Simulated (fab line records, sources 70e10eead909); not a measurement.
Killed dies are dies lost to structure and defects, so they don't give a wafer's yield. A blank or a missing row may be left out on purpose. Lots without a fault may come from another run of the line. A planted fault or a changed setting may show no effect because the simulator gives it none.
Chamber matching | flow nand_harc | NHARC_A_CHANNEL_FILL_D1_ALD_16 on ald_hk-01: 4 sister chambers
The step deposits SiO2, target thk 1.5 nm, pulse time 10 s, ald cycles 15. 8 wafers are shown with their chamber, then 8 later ones without.

WAFERS WITH THEIR CHAMBER
wafer  | chamber | heater_power_w (W) | precursor_pulse_height_rel
L899.2 | 1       | 483                | 1.014
L899.4 | 2       | 540                | 0.989
L899.6 | 0       | 452                | 1.013
L900.6 | 2       | 533                | 0.989
L907.1 | 3       | 514                | 0.992
L907.3 | 0       | 460                | 0.975
L907.4 | 1       | 433                | 0.998
L908.1 | 3       | 524                | 1.008

WAFERS WITHOUT THEIR CHAMBER
wafer  | heater_power_w (W) | precursor_pulse_height_rel
L908.5 | 516                | 0.986
L908.6 | 540                | 1.035
L911.1 | 535                | 0.998
L911.3 | 458                | 0.999
L911.5 | 506                | 0.996
L916.2 | 525                | 0.987
L916.3 | 438                | 1.024
L916.4 | 457                | 1.019

WHICH CHAMBER EACH WENT THROUGH
wafer  | from the rows above               | in truth
L908.5 | can't be placed: 3 or 2           | 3
L908.6 | can't be placed: 3 or 2           | 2
L911.1 | can't be placed: 2 or 3           | 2
L911.3 | can't be placed: 0 or 1           | 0
L911.5 | can't be placed: 3 or 2 or 1 or 0 | 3
L916.2 | can't be placed: 2 or 3           | 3
L916.3 | can't be placed: 1 or 0           | 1
L916.4 | can't be placed: 1 or 0           | 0
Placed correctly: 0 of 8. Can't be placed from these rows: 8 (the true chamber is among the candidates in 8). Placed wrongly: 0.
How it was worked out, from the rows above alone: a wafer's distance from a chamber is the root of the sum, over the readings, of the square of ((its reading less the chamber's mean) divided by the reading's scatter). The wafer belongs to the nearest chamber; if the next one is less than 2 further off, it can't be placed. A chamber's mean is the mean of its shown wafers. The scatter: the root of (the sum of the squares of (reading less its chamber's mean) over the shown wafers, divided by (wafers less chambers)).
